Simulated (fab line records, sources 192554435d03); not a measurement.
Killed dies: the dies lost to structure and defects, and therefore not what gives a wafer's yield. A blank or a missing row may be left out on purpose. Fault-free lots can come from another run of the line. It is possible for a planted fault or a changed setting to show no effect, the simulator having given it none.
Struck lot and sound lot, side by side / flow n5-finfet / 14 out of 1938 route steps
Sound: these wafers, L400.1, L400.2, L400.3. Struck: wafers L405.1, L405.3, L405.4. The cause is named last.
For every step that has rows: the tool of each side, followed by ch and its chambers, followed by its first start. Under that, the readings that differ: sound wafers / struck wafers / difference of the means / sigmas: that difference in standard deviations of wafers without a fault.
alike: a reading whose means differ by less than 2 such deviations, as well as words and numbers matching on both sides. not compared: withheld readings; readings where some wafer has no value; bounds like >300 that might hide an equal value; numbers whose values overlap and for which the record gives no deviation.
Wherever a step has rows on one side only, a row that says differs or no value, or a row with sigmas, the two part there. Numbers that have no deviation but don't overlap get no sigmas and don't part them. Lack of a reading on every wafer of one side parts them only where that side has two or more wafers.

N5_MOL_CONTACT_COAG_CO_FILL_22: material Co, precursor CCTBA/H2, target thk 20 nm.
  sound on cvd-co-01 ch 0,2, day 5 20:19; struck on cvd-co-01 ch 1,2, day 7 05:22
  alike: heater-power-w
N5_MOL_CONTACT_COAG_ANNEAL_113: time 300 s.
  sound on rtp-anneal-01 ch 0, day 5 21:13; struck on rtp-anneal-02 ch 0, day 7 06:03
reading=lamp-power-pct (%); sound=2.75 2.75 2.75; struck=2.95 2.95 2.95; difference=+0.20; sigmas=+2
reading=lamp_zone_2_pct (%); sound=2.75 2.75 2.75; struck=2.96 2.95 2.95; difference=+0.20; sigmas=+2
reading=lamp_zone_3_pct (%); sound=2.75 2.75 2.75; struck=2.95 2.95 2.95; difference=+0.20; sigmas=+2
  alike: wafer_temp_C_max
then, 1 step without rows for these wafers: N5_MOL_CONTACT_COAG_PRE_CLEAN_142 (time 60 s).
N5_MOL_CONTACT_COAG_SPUTTER_130: material Co, target thk 47.5 nm.
  struck on pvd-sputter-03, day 7 08:44; sound on pvd-sputter-01, day 5 22:49
  alike: throttle-valve-pct
then, 2 steps without rows for these wafers: N5_MOL_CONTACT_COAG_PRECLEAN_125 (cleans in DIW, time 57.5 s); N5_MOL_CONTACT_COAG_SRD_126 (dry time 32 s).
N5_MOL_CONTACT_COAG_CMP_23: polishes, stops on SiO2, t overpolish 1.5 s, target thk 0 nm.
  sound on cmp-02 ch 0,2,3, day 5 23:02; struck on cmp-02 ch 1,2,3, day 7 08:55
  alike: motor-current-A, overpolish-run-s, platen-rpm, retaining-ring-pressure-frac, slurry-flow-ml-min, time-to-endpoint-s
then, 2 steps without rows for these wafers: N5_MOL_CONTACT_COAG_WET_ETCH_26 (target Co, target depth 13 nm); N5_MOL_CONTACT_COAG_WET_ETCH_116 (etches the open film in SC1-inhibited, target depth 4.6 nm, rinse time 30 s).
N5_MOL_CONTACT_COAG_ALD_27: deposits SiOC, target thk 17 nm, pulse time 1.5 s, time 2720 s.
  sound on ald-sin-03 ch 0,1,3, day 6 00:01; struck on ald-sin-02 ch 0,1,2, day 7 09:44
  alike: heater-power-w, precursor-pulse-height-rel
N5_MOL_CONTACT_COAG_CMP_28: polishes, stops on SiNx, t overpolish 0.85 s, target thk 14.522 nm.
  sound on cmp-03 ch 0,2,3, day 6 01:37; struck on cmp-03 ch 0,1,3, day 7 11:18
reading=platen-rpm (rpm); sound=51.83 51.77 51.79; struck=53.95 53.87 53.82; difference=+2.08; sigmas=+58
  alike: motor-current-A, retaining-ring-pressure-frac, slurry-flow-ml-min, time-to-endpoint-s
N5_MOL_CONTACT_COAG_THK_MEAS_29:
  struck on film-metro-01, day 7 11:35; sound on film-metro-01, day 6 01:52
  alike: MD_CAP_THK
-- the record jumps here: 4 days lie between the struck wafers' starts before and after (it left off in module MOL_CONTACT_COAG and takes up again in module BEOL_M4, whose first step shown is number 1111 of the route) --
N5_BEOL_M4_RC_MEAS_101:
  sound on prober-02 ch 0, day 9 19:10; struck on prober-02 ch 0, day 11 00:14
  alike: DIBL_N, DIBL_P, IOFF_N, IOFF_P, ION_N, ION_P, SS_N, SS_P, VT_N, VT_P
N5_PASSIVATION_PROBE_49:
  the record has rows for the sound wafers here (prober-01, day 13 23:06) and none for the struck ones

## WHERE THEY PART
First at N5_MOL_CONTACT_COAG_ANNEAL_113; last, within this record, at N5_PASSIVATION_PROBE_49.

WHY: whatever the simulator had introduced
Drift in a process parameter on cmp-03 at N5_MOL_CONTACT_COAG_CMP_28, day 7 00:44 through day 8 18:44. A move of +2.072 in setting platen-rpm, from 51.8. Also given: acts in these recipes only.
